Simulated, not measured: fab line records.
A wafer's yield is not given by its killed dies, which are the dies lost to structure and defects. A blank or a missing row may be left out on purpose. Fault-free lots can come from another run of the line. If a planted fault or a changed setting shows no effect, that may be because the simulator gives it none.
Chamber matching / flow nand-harc / 4 sister chambers for NHARC_P_ZERO_WELL_DESCUM_54 on rie-diel-08
The step chemistry O2, time 3 s. 7 wafers are shown with their chamber, then 7 later ones without.

WAFERS WITH THEIR CHAMBER
wafer=L080.4; chamber=3; showerhead-plenum-p-Torr (Torr)=1.77; oes-product-au (a.u.)=0.995
wafer=L084.5; chamber=0; showerhead-plenum-p-Torr (Torr)=1.86; oes-product-au (a.u.)=0.989
wafer=L085.1; chamber=0; showerhead-plenum-p-Torr (Torr)=1.86; oes-product-au (a.u.)=0.987
wafer=L085.2; chamber=1; showerhead-plenum-p-Torr (Torr)=1.95; oes-product-au (a.u.)=1.011
wafer=L085.3; chamber=2; showerhead-plenum-p-Torr (Torr)=1.85; oes-product-au (a.u.)=0.986
wafer=L087.2; chamber=2; showerhead-plenum-p-Torr (Torr)=1.85; oes-product-au (a.u.)=0.990
wafer=L087.3; chamber=1; showerhead-plenum-p-Torr (Torr)=1.94; oes-product-au (a.u.)=1.008

WAFERS WITHOUT THEIR CHAMBER
wafer=L087.5; showerhead-plenum-p-Torr (Torr)=1.76; oes-product-au (a.u.)=0.997
wafer=L092.1; showerhead-plenum-p-Torr (Torr)=2.08; oes-product-au (a.u.)=0.997
wafer=L092.2; showerhead-plenum-p-Torr (Torr)=1.94; oes-product-au (a.u.)=1.000
wafer=L092.3; showerhead-plenum-p-Torr (Torr)=1.86; oes-product-au (a.u.)=0.983
wafer=L097.2; showerhead-plenum-p-Torr (Torr)=1.85; oes-product-au (a.u.)=1.004
wafer=L097.4; showerhead-plenum-p-Torr (Torr)=1.84; oes-product-au (a.u.)=1.000
wafer=L097.6; showerhead-plenum-p-Torr (Torr)=1.93; oes-product-au (a.u.)=1.011

CHAMBER TAKEN BY EACH
wafer=L087.5; from the rows above=3; in truth=3
wafer=L092.1; from the rows above=1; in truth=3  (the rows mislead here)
wafer=L092.2; from the rows above=1; in truth=1
wafer=L092.3; from the rows above=can't be placed: 0 or 2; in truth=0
wafer=L097.2; from the rows above=can't be placed: 2 or 0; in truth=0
wafer=L097.4; from the rows above=can't be placed: 2 or 0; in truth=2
wafer=L097.6; from the rows above=1; in truth=1
Correctly placed: 3 of 7. Cannot be placed on the basis of these rows: 3; the candidates contain the true chamber in 3. Wrongly placed: 1.
How it was worked out, from the rows above alone: a wafer's distance from a chamber is the root of the sum, over the readings, of the square of ((its reading less the chamber's mean) divided by the reading's scatter). The wafer belongs to the nearest chamber; if the next one is less than 2 further off, it can't be placed. The mean given for a chamber averages the wafers shown for that chamber. The scatter: the root of (the sum of the squares of (reading less its chamber's mean) over the shown wafers, divided by (wafers less chambers)).
